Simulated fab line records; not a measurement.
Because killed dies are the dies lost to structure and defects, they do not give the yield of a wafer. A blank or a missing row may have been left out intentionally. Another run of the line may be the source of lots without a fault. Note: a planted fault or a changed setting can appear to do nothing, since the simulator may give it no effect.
fab line records ; flow n5Finfet ; part 2 of 2: steps 5 to 6 of 6
record lots=21; wafers=63; lastDay=17
route steps=1938 shown DUMMY_GATE@234 SD_EPI_P@311 ILD0@339 SDB@359
lots untouched by any fault: they come from a run of this same line in which no faults occurred
startH: hours from the record's opening day to when the first of the lot's shown wafers began ; waitH: hours from the lot's prior step to this one ; " repeats the value in the row above ; L1.1+2: a single row standing in for several wafers ; - no value, or no start was given ; * or withheld: withheld ; < > ~ a bound
route shown NAME@n: a module of which the file shows steps, and the number in the route of the first ; usual: the fault-free wafers' mean and standard deviation ; same: alike in all rows ; chamber/n: place in a boat ; sites: each site's reading ; _std_site: the values' standard deviation ; _edge_site: mean of outer sites minus mean of inner sites ; radiusMm: how far each site lies from the wafer's centre ; mask NAME#n: copy n ; behind: tool/chamber where the wafer was last shaped ; hold: what put the lot on hold/how long, in hours/how the hold closed ; device: the transistor (n, p or np) that didn't switch ; end of line: tests run on the same wafers once the route is complete ; a step with no rows: only its recipe ; killed: dies that structure and defects cost at the first sort, which is not the same as the wafer's yield ; map: shows each die of a wafer: x if killed, . if not, _ if none is there
set.NAME: the setting as run; set.NAME@STEP: as run at that earlier step ; model.NAME: the simulator's own value behind a step, which no gauge read
steps of the route over a sample of lots; a table a step, a row a wafer
services: the hour from which a tool's chamber was out of use, counted from the record's first day as startH (under 0 if before that day), plus the number of hours and why
## steps
# step N5_SDB_DESCUM_16
# recipe chemistry=O2; timeS=7.9; sourcePowerW=50; biasPowerW=20; pressureMtorr=20; rfFrequencyHz=2.712e+07; tempC=40; resist=CAR-ArF; o2FlowSccm=225
# usual drypumpMotorCurrentA=5.9/0.38; oesProductAu=0.74/0.06; rfVppV=243.3/1; showerheadPlenumPTorr=2.10/0.048; throttleValvePct=20.51/0.13
lot.wafer;tool;chamber;startH;waitH;drypumpMotorCurrentA;oesProductAu;rfHoursCounterH;rfVppV;showerheadPlenumPTorr;throttleValvePct
L074.1;rieDiel-03;2;63.13;0.0;5.8;0.75;137;242.3;2.10;20.52
L074.3;rieDiel-03;3;63.13;0.0;6.1;0.73;195;243.5;2.07;20.43
L074.5;rieDiel-03;2;63.13;0.0;5.8;0.75;-;243.3;2.10;20.53
L075.3;rieDiel-03;3;72.49;1.1;6.1;0.72;200;242.5;2.07;20.44
L075.5;rieDiel-03;2;72.49;1.1;5.8;0.73;-;243.9;2.09;20.51
L075.6;rieDiel-03;3;72.49;1.1;6.1;0.72;-;242.6;2.07;20.43
L076.1;rieDiel-03;3;80.31;1.1;6.1;0.72;203;242.5;2.07;20.43
L076.4;rieDiel-03;0;80.31;1.1;5.5;0.71;194;244.2;2.16;20.33
L076.5;rieDiel-03;2;80.31;1.1;5.8;0.74;-;243.3;2.09;20.54
L077.1;rieDiel-03;1;84.46;0.0;6.0;0.70;215;242.1;2.07;20.72
L077.4;rieDiel-03;3;84.46;0.0;6.1;0.71;204;242.1;2.07;20.44
L077.6;rieDiel-03;3;84.46;0.0;6.1;0.71;-;242.0;2.07;20.46
L078.1;rieDiel-03;0;91.30;0.0;5.5;0.71;197;244.6;2.16;20.37
L078.2;rieDiel-03;2;91.30;0.0;5.8;0.73;149;242.3;2.09;20.55
L078.3;rieDiel-03;1;91.30;0.0;6.0;0.70;217;242.6;2.07;20.73
L080.1;rieDiel-03;2;104.12;0.0;5.8;0.73;156;241.8;2.09;20.55
L080.2;rieDiel-03;1;104.12;0.0;6.0;0.70;224;243.8;2.07;20.73
L080.6;rieDiel-03;1;104.12;0.0;6.0;0.70;-;243.5;2.06;20.74
L081.2;rieDiel-03;3;108.94;0.0;6.2;0.72;210;244.1;2.06;20.44
L081.4;rieDiel-03;0;108.94;0.0;5.5;0.71;205;244.4;2.16;20.35
L081.5;rieDiel-03;0;108.94;0.0;5.5;0.71;-;243.8;2.16;20.35
L082.3;rieDiel-03;0;125.57;0.2;5.5;0.70;210;244.0;2.15;20.37
L082.4;rieDiel-03;3;125.57;0.2;6.2;0.71;-;241.3;2.06;20.43
L082.5;rieDiel-03;1;125.57;0.2;6.0;0.69;-;244.7;2.06;20.72
L083.1;rieDiel-04;3;127.83;0.4;6.1;0.70;234;242.0;2.07;20.49
L083.3;rieDiel-04;0;127.83;0.4;5.4;0.71;208;244.1;2.07;20.40
L083.5;rieDiel-04;2;127.83;0.4;5.1;0.74;-;244.0;2.08;20.62
L084.1;rieDiel-03;0;128.74;0.5;5.5;0.69;211;243.8;2.15;20.36
L084.3;rieDiel-03;3;128.74;0.5;6.1;0.71;216;242.6;2.06;20.45
L084.5;rieDiel-03;3;128.74;0.5;6.2;0.71;-;241.8;2.06;20.45
L085.2;rieDiel-01;3;138.54;0.4;6.1;0.88;39;244.0;2.13;20.53
L085.4;rieDiel-01;2;138.54;0.4;5.9;0.78;131;242.0;2.10;20.22
L085.5;rieDiel-01;2;138.54;0.4;5.8;0.78;-;244.4;2.10;20.24
L086.2;rieDiel-01;0;145.65;0.3;6.5;0.91;19;243.0;2.22;20.45
L086.4;rieDiel-01;1;145.65;0.3;6.7;0.72;188;244.2;2.07;20.60
L086.6;rieDiel-01;3;145.65;0.3;6.1;0.87;-;243.6;2.13;20.53
L088.3;rieDiel-03;3;152.35;0.0;6.1;0.70;224;243.5;2.06;20.46
L088.4;rieDiel-03;0;152.35;0.0;5.5;0.69;218;244.1;2.15;20.37
L088.5;rieDiel-03;2;152.35;0.0;5.8;0.72;-;242.7;2.08;20.57
L089.1;rieDiel-04;3;158.04;0.1;6.0;0.69;246;242.0;2.06;20.51
L089.3;rieDiel-04;0;158.04;0.1;5.4;0.70;219;241.6;2.07;20.43
L089.4;rieDiel-04;1;158.04;0.1;5.7;0.78;131;244.8;2.18;20.62
L091.1;rieDiel-03;3;178.26;0.5;6.1;0.70;235;242.3;2.06;20.48
L091.2;rieDiel-03;1;178.26;0.5;6.0;0.68;249;241.5;2.06;20.76
L091.5;rieDiel-03;3;178.26;0.5;6.1;0.70;-;242.4;2.06;20.48
L092.1;rieDiel-04;2;178.32;0.4;5.2;0.72;190;242.8;2.07;20.66
L092.4;rieDiel-04;1;178.32;0.4;5.7;0.77;-;244.0;2.18;20.62
L092.5;rieDiel-04;2;178.32;0.4;5.1;0.73;-;242.2;2.07;20.67
L093.1;rieDiel-03;3;190.88;0.3;6.2;0.70;240;242.7;2.05;20.50
L093.2;rieDiel-03;0;190.88;0.3;5.5;0.69;230;245.2;2.15;20.38
L093.5;rieDiel-03;3;190.88;0.3;6.2;0.69;-;241.4;2.05;20.50
L094.2;rieDiel-01;3;191.96;0.3;6.1;0.84;58;244.1;2.13;20.55
L094.3;rieDiel-01;2;191.96;0.3;5.9;0.75;151;243.8;2.09;20.26
L094.5;rieDiel-01;0;191.96;0.3;6.5;0.87;-;243.9;2.21;20.48
L095.2;rieDiel-04;3;195.83;0.1;6.1;0.96;4;243.4;2.06;20.15
L095.4;rieDiel-04;2;195.83;0.1;5.2;0.73;197;243.8;2.07;20.66
L095.6;rieDiel-04;1;195.83;0.1;5.7;0.77;-;243.7;2.17;20.64
L096.1;rieDiel-01;3;204.47;0.2;6.1;0.85;63;243.8;2.12;20.55
L096.2;rieDiel-01;1;204.47;0.2;6.6;0.72;209;242.7;2.06;20.62
L096.6;rieDiel-01;2;204.47;0.2;5.9;0.75;-;241.8;2.09;20.24
L097.1;rieDiel-01;2;209.50;0.0;5.9;0.74;158;243.7;2.09;20.27
L097.2;rieDiel-01;1;209.50;0.0;6.6;0.71;211;244.0;2.06;20.63
L097.4;rieDiel-01;0;209.50;0.0;6.5;0.87;42;245.0;2.21;20.48
# step N5_SDB_ETCH_18
# recipe chemistry=N2/H2; target=SOC; targetDepthA=1000; overetchA=200; maskMaterial=SiARC; tempC=40; timeS=150; ionEnergyEv=200; pressureMtorr=30; sourceW=840; biasW=150; n2FlowSccm=200; h2FlowSccm=200
# usual drypumpMotorCurrentA=5.9/0.37; h2FlowSccm=200.0/0.66; oesProductAu=0.67/0.051; rfVppV=524.5/1.7; showerheadPlenumPTorr=2.56/0.06; throttleValvePct=17.97/0.15
lot.wafer;tool;chamber;startH;waitH;drypumpMotorCurrentA;h2FlowSccm;oesProductAu;rfHoursCounterH;rfVppV;showerheadPlenumPTorr;throttleValvePct
L074.1;rieDiel-03;2;63.20;0.0;5.8;198.8;0.67;137;524.0;2.55;17.91
L074.3;rieDiel-03;3;63.20;0.0;6.2;199.1;0.66;195;523.3;2.52;17.86
L074.5;rieDiel-03;2;63.20;0.0;5.8;199.6;0.67;-;525.5;2.55;17.91
L075.3;rieDiel-03;3;72.56;0.0;6.2;198.9;0.64;200;522.6;2.52;17.87
L075.5;rieDiel-03;2;72.56;0.0;5.8;200.7;0.66;-;524.6;2.55;17.94
L075.6;rieDiel-03;3;72.56;0.0;6.2;200.4;0.65;-;523.7;2.52;17.88
L076.1;rieDiel-03;3;80.38;0.0;6.2;201.2;0.65;203;524.1;2.52;17.87
L076.4;rieDiel-03;0;80.38;0.0;5.5;199.9;0.64;194;526.7;2.64;17.79
L076.5;rieDiel-03;2;80.38;0.0;5.8;199.7;0.66;-;524.4;2.55;17.94
L077.1;rieDiel-03;1;84.53;0.0;6.0;200.5;0.63;215;522.2;2.52;18.24
L077.4;rieDiel-03;3;84.53;0.0;6.2;199.7;0.65;204;523.1;2.52;17.86
L077.6;rieDiel-03;3;84.53;0.0;6.1;200.5;0.65;-;522.4;2.52;17.86
L078.1;rieDiel-03;0;91.37;0.0;5.5;199.9;0.64;197;526.1;2.63;17.81
L078.2;rieDiel-03;2;91.37;0.0;5.8;199.5;0.66;149;523.1;2.55;17.94
L078.3;rieDiel-03;1;91.37;0.0;6.0;201.4;0.63;217;523.4;2.52;18.22
L080.1;rieDiel-03;2;104.19;0.0;5.8;200.5;0.66;156;525.2;2.55;17.95
L080.2;rieDiel-03;1;104.19;0.0;6.0;200.9;0.62;224;521.7;2.51;18.26
L080.6;rieDiel-03;1;104.19;0.0;6.0;199.6;0.63;-;521.7;2.51;18.25
L081.2;rieDiel-03;3;109.01;0.0;6.1;200.0;0.64;210;523.5;2.51;17.89
L081.4;rieDiel-03;0;109.01;0.0;5.5;200.0;0.63;205;525.0;2.63;17.82
L081.5;rieDiel-03;0;109.01;0.0;5.5;199.7;0.63;-;526.2;2.63;17.82
L082.3;rieDiel-03;0;125.64;0.0;5.5;199.9;0.63;210;526.5;2.63;17.83
L082.4;rieDiel-03;3;125.64;0.0;6.2;199.7;0.64;-;522.4;2.51;17.89
L082.5;rieDiel-03;1;125.64;0.0;6.0;200.3;0.62;-;523.2;2.51;18.25
L083.1;rieDiel-04;3;127.90;0.0;6.0;199.7;0.63;234;523.2;2.51;18.01
L083.3;rieDiel-04;0;127.90;0.0;5.4;199.4;0.63;208;523.4;2.52;17.93
L083.5;rieDiel-04;2;127.90;0.0;5.2;200.0;0.66;-;525.8;2.53;18.05
L084.1;rieDiel-03;0;128.81;0.0;5.5;199.7;0.62;211;524.3;2.63;17.84
L084.3;rieDiel-03;3;128.81;0.0;6.1;200.5;0.64;216;523.0;2.51;17.88
L084.5;rieDiel-03;3;128.81;0.0;6.2;200.1;0.64;-;523.1;2.51;17.88
L085.2;rieDiel-01;3;138.61;0.0;6.1;201.0;0.78;39;525.0;2.58;17.88
L085.4;rieDiel-01;2;138.61;0.0;5.9;199.3;0.69;131;523.9;2.56;17.73
L085.5;rieDiel-01;2;138.61;0.0;5.9;199.3;0.68;-;524.3;2.55;17.75
L086.2;rieDiel-01;0;145.72;0.0;6.5;199.9;0.81;19;527.0;2.70;17.85
L086.4;rieDiel-01;1;145.72;0.0;6.7;200.0;0.65;188;526.1;2.53;18.15
L086.6;rieDiel-01;3;145.72;0.0;6.1;200.3;0.78;-;525.5;2.58;17.88
L088.3;rieDiel-03;3;152.42;0.0;6.2;200.8;0.64;224;523.3;2.51;17.90
L088.4;rieDiel-03;0;152.42;0.0;5.5;200.7;0.63;218;525.4;2.63;17.85
L088.5;rieDiel-03;2;152.42;0.0;5.8;200.1;0.65;-;523.1;2.54;17.97
L089.1;rieDiel-04;3;158.11;0.0;6.0;200.1;0.63;246;523.2;2.50;18.07
L089.3;rieDiel-04;0;158.11;0.0;5.4;199.2;0.63;219;522.0;2.52;17.93
L089.4;rieDiel-04;1;158.11;0.0;5.7;199.7;0.69;131;525.2;2.66;18.15
L091.1;rieDiel-03;3;178.33;0.0;6.2;200.2;0.63;235;523.5;2.50;17.93
L091.2;rieDiel-03;1;178.33;0.0;6.0;199.0;0.61;249;521.8;2.50;18.30
L091.5;rieDiel-03;3;178.33;0.0;6.2;200.8;0.62;-;523.5;2.50;17.92
L092.1;rieDiel-04;2;178.39;0.0;5.2;200.5;0.65;190;523.4;2.52;18.09
L092.4;rieDiel-04;1;178.39;0.0;5.7;199.8;0.70;-;525.8;2.66;18.17
L092.5;rieDiel-04;2;178.39;0.0;5.2;198.4;0.65;-;523.3;2.52;18.09
L093.1;rieDiel-03;3;190.95;0.0;6.2;200.9;0.63;240;524.5;2.50;17.93
L093.2;rieDiel-03;0;190.95;0.0;5.5;200.2;0.62;230;524.3;2.62;17.87
L093.5;rieDiel-03;3;190.95;0.0;6.1;200.5;0.63;-;523.4;2.50;17.93
L094.2;rieDiel-01;3;192.03;0.0;6.1;202.0;0.76;59;524.6;2.58;17.91
L094.3;rieDiel-01;2;192.03;0.0;5.9;200.5;0.68;151;526.2;2.55;17.78
L094.5;rieDiel-01;0;192.03;0.0;6.5;200.1;0.79;-;527.5;2.70;17.87
L095.2;rieDiel-04;3;195.90;0.0;6.0;201.4;0.85;4;522.8;2.50;17.64
L095.4;rieDiel-04;2;195.90;0.0;5.2;199.4;0.64;197;523.7;2.52;18.10
L095.6;rieDiel-04;1;195.90;0.0;5.7;199.8;0.69;-;527.2;2.66;18.18
L096.1;rieDiel-01;3;204.54;0.0;6.1;200.1;0.75;63;525.7;2.57;17.91
L096.2;rieDiel-01;1;204.54;0.0;6.6;199.9;0.64;209;522.9;2.52;18.19
L096.6;rieDiel-01;2;204.54;0.0;5.9;199.5;0.67;-;525.2;2.55;17.78
L097.1;rieDiel-01;2;209.57;0.0;5.9;199.4;0.67;158;523.7;2.54;17.77
L097.2;rieDiel-01;1;209.57;0.0;6.6;199.3;0.64;211;524.4;2.52;18.18
L097.4;rieDiel-01;0;209.57;0.0;6.4;199.6;0.77;42;528.2;2.69;17.89
## services
tool;chamber;startH;hours;kind
rieDiel-05;1;25.52;5.6;repair
rieDiel-06;3;28.31;5.2;repair
rieDiel-05;1;35.94;9.7;repair
rieDiel-06;2;40.57;3.8;repair
rieDiel-04;2;44.97;6.9;repair
rieDiel-04;-;59.15;0.5;repair
rieDiel-04;-;63.20;14.6;pm
rieDiel-02;1;79.45;2.7;repair
rieDiel-05;3;87.43;14.2;repair
rieDiel-02;0;89.49;2.7;repair
rieDiel-03;3;90.78;8.7;repair
rieDiel-06;1;113.05;1.8;repair
rieDiel-02;2;113.09;5.5;repair
rieDiel-02;3;114.85;2.7;repair
rieDiel-03;2;120.65;6.2;repair
rieDiel-01;1;121.10;5.2;repair
rieDiel-05;0;134.07;5.7;repair
rieDiel-03;0;155.80;6.7;repair
rieDiel-03;1;180.59;-;clean
rieDiel-03;1;180.59;-;consumableReplace:focusRing
rieDiel-03;1;180.59;22.5;scheduledDown
rieDiel-03;1;180.59;22.5;ventCycle
rieDiel-02;2;187.47;42.2;repair
rieDiel-05;-;197.43;0.5;repair
